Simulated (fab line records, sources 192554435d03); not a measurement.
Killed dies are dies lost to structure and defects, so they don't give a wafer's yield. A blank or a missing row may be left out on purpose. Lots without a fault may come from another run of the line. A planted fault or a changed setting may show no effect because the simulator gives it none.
Chamber matching | flow n5_finfet | N5_GATE_CUT_HM_DEP_46 on pecvd-02: 3 sister chambers
The step deposits SiO2 from TEOS/O2, target thk 130 nm, time 26.6 s. 30 wafers are shown with their chamber, then 12 later ones without.

WAFERS WITH THEIR CHAMBER
wafer  | chamber | throttle_valve_pct (%) | heater_power_w (W) | showerhead_plenum_p_Torr (Torr)
L076.1 | 2       | 17.5                   | 401                | 8.38
L076.3 | 1       | 18.9                   | 655                | 8.35
L076.6 | 2       | 17.4                   | 399                | 8.35
L075.2 | 1       | 18.8                   | 656                | 8.35
L075.4 | 1       | 19.1                   | 652                | 8.36
L075.6 | 0       | 18.0                   | 646                | 8.35
L077.1 | 1       | 18.8                   | 659                | 8.36
L077.3 | 0       | 17.9                   | 604                | 8.35
L077.6 | 0       | 18.1                   | 598                | 8.35
L080.1 | 2       | 17.4                   | 443                | 8.36
L080.3 | 1       | 18.7                   | 646                | 8.36
L080.6 | 1       | 19.1                   | 650                | 8.36
L081.2 | 2       | 17.2                   | 342                | 8.34
L081.3 | 0       | 18.0                   | 624                | 8.34
L081.5 | 0       | 18.0                   | 651                | 8.34
L082.1 | 1       | 18.7                   | 662                | 8.35
L082.2 | 2       | 17.5                   | 341                | 8.34
L082.4 | 1       | 18.8                   | 653                | 8.34
L086.1 | 2       | 17.3                   | 427                | 8.34
L086.3 | 1       | 19.1                   | 665                | 8.35
L086.6 | 0       | 18.1                   | 580                | 8.36
L087.1 | 0       | 18.3                   | 511                | 8.33
L087.3 | 2       | 17.3                   | 430                | 8.35
L087.6 | 2       | 17.6                   | 452                | 8.35
L088.2 | 0       | 18.0                   | 557                | 8.33
L088.3 | 1       | 18.8                   | 551                | 8.33
L088.5 | 2       | 17.6                   | 423                | 8.37
L090.1 | 2       | 17.7                   | 385                | 8.37
L090.2 | 0       | 17.9                   | 571                | 8.34
L090.3 | 1       | 19.0                   | 692                | 8.33

SIGNATURES (means of the wafers above)
reading                  | chamber 0 | chamber 1 | chamber 2 | scatter within a chamber
throttle_valve_pct       | 18.033    | 18.891    | 17.450    | 0.148
heater_power_w           | 593.56    | 649.18    | 404.30    | 39.3
showerhead_plenum_p_Torr | 8.3433    | 8.3491    | 8.3550    | 0.0121
Rule: a wafer's distance from a chamber is the root of the sum, over the readings, of the square of ((its reading less the chamber's mean) divided by the reading's scatter). The wafer belongs to the nearest chamber; if the next one is less than 2 further off, it can't be placed. The scatter: the root of (the sum of the squares of (reading less its chamber's mean) over the shown wafers, divided by (wafers less chambers)).

WAFERS WITHOUT THEIR CHAMBER
wafer  | throttle_valve_pct (%) | heater_power_w (W) | showerhead_plenum_p_Torr (Torr)
L090.4 | 18.7                   | 691                | 8.35
L090.5 | 18.1                   | 591                | 8.35
L090.6 | 17.4                   | 384                | 8.36
L092.3 | 18.9                   | 568                | 8.31
L092.4 | 18.7                   | 573                | 8.35
L092.6 | 17.4                   | 371                | 8.35
L093.1 | 17.9                   | 555                | 8.34
L093.2 | 17.7                   | 370                | 8.38
L093.3 | 18.6                   | 638                | 8.35
L093.4 | 18.3                   | 555                | 8.33
L093.5 | 18.6                   | 672                | 8.35
L093.6 | 17.4                   | 386                | 8.38

WHICH CHAMBER EACH WENT THROUGH
wafer  | from the rows above | in truth
L090.4 | 1                   | 1
L090.5 | 0                   | 0
L090.6 | 2                   | 2
L092.3 | 1                   | 1
L092.4 | 1                   | 1
L092.6 | 2                   | 2
L093.1 | 0                   | 0
L093.2 | 2                   | 2
L093.3 | 1                   | 1
L093.4 | 0                   | 0
L093.5 | 1                   | 1
L093.6 | 2                   | 2
Placed correctly: 12 of 12. Can't be placed from these rows: 0. Placed wrongly: 0.
